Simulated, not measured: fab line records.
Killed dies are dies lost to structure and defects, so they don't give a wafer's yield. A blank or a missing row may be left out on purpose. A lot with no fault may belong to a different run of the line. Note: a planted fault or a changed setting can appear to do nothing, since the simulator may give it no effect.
Problem report, 8D (eight disciplines) form, completed by code | flow n5-finfet | the parts of the form that need people (team, actions taken, sign-off) are left out

== 1. PROBLEM STATEMENT ==
Mean of killed_at_M0_to_M3 at N5_PASSIVATION_PROBE_49: 1106 across 4 wafers in 2 lots; on wafers with no fault it is 34 (standard deviation 9.4). That is +99 or more standard deviations from the usual mean.
First seen on wafer L498.2, day 16 17:58, on prober-01. The record holds 4 wafers of 2 lots with a number at this step. By rule, "out" or "out of limits" means more than 4 standard deviations away from the usual mean. The other wafers with a number count as sound.

== 2. WHAT THIS IS AND IS NOT ==
question                    | is                                                                                                                     | is not
which readings at this step | killed_at_M0_to_M3, defect-limited-yield, killed-dies, killed-on-rim, sort_bin_5_function, sort-n-pass, sort-yield-pct | killed_at_M4_up, killed-at-front-end, killed-at-other, killed-open, killed-short, sort_bin_6_memory
which lots                  | L498, L499                                                                                                             | -
which wafers of those lots  | all that have a number                                                                                                 | -
read on which tools         | prober-01                                                                                                              | -
when                        | from day 16 17:58                                                                                                      | up to then (0 sound wafers)

== 3. THE SUSPECTS, EACH WITH WHAT RULES IT OUT ==
Counting: a tool at any process step up to the reading remains a suspect when it ran all the lots that are out and ran no sound lot after the first of those.
- rie-diel-03 at N5_BEOL_M0_CUTY_ETCH_63 (etches SOC in N2/H2, target depth 82.7 nm, overetch 16.5 nm, time 124 s): kept. It ran every lot that is out, first L498 (day 8 16:58), and no sound lot after that.
- prober-01 at N5_PASSIVATION_PROBE_49: kept. It ran every lot that is out, first L498 (day 16 17:58), and no sound lot after that. On those wafers its own readings are out: defect-limited-yield, killed_at_M0_to_M3, killed-dies, killed-on-rim, sort_bin_5_function, sort-n-pass, sort-yield-pct.
Remaining after the count are rie-diel-03 at N5_BEOL_M0_CUTY_ETCH_63 and prober-01 at N5_PASSIVATION_PROBE_49.

== 4. THE CAUSE (what the simulator had put in) ==
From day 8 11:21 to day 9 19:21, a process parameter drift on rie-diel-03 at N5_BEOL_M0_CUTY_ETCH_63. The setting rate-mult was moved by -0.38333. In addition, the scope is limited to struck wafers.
Of the 2 suspects that counting leaves, this tool is one.

== 5. SEQUENCE OF EFFECTS, ordered by route ==
Each row: a reading whose mean over the struck wafers that have a number lies more than 3 standard deviations from the usual. Readings are gone through only where the record gives a usual standard deviation; hours: the median, over the lots, of the time from a lot's start at the first step in this table giving one to that lot's start at this step; sigmas: the change measured in usual standard deviations.
hours | step                    | reading              | usual  | on struck wafers | change | sigmas
0     | N5_PASSIVATION_PROBE_49 | defect-limited-yield | 91.2 % | 0.4              | -90.8  | -65
0     | N5_PASSIVATION_PROBE_49 | killed_at_M0_to_M3   | 34     | 1106             | +1072  | +99 or more
0     | N5_PASSIVATION_PROBE_49 | killed-dies          | 103    | 1176             | +1072  | +63
0     | N5_PASSIVATION_PROBE_49 | killed-on-rim        | 14     | 151              | +137   | +39
0     | N5_PASSIVATION_PROBE_49 | sort_bin_5_function  | 5.1 %  | 95.7             | +90.6  | +98
0     | N5_PASSIVATION_PROBE_49 | sort-n-pass          | 1077   | 4                | -1072  | -63
0     | N5_PASSIVATION_PROBE_49 | sort-yield-pct       | 91.2 % | 0.4              | -90.8  | -65
The process steps in it:
- N5_PASSIVATION_PROBE_49

== 6. HOW IT WOULD HAVE BEEN CAUGHT EARLIER ==
In this record the first reading out of limits was taken at day 16 17:58, 199 hours after the fault began at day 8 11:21.
No tool reading at N5_BEOL_M0_CUTY_ETCH_63 that has a usual standard deviation in the record was out on any struck wafer, so an alarm limit of 4 standard deviations on those readings would not have fired.
The start of N5_BEOL_M0_CUTY_ETCH_63 on rie-diel-03 came by day 16 17:58 for every one of the lots that are out (2). Tool hold at that time: it would have spared none of them.
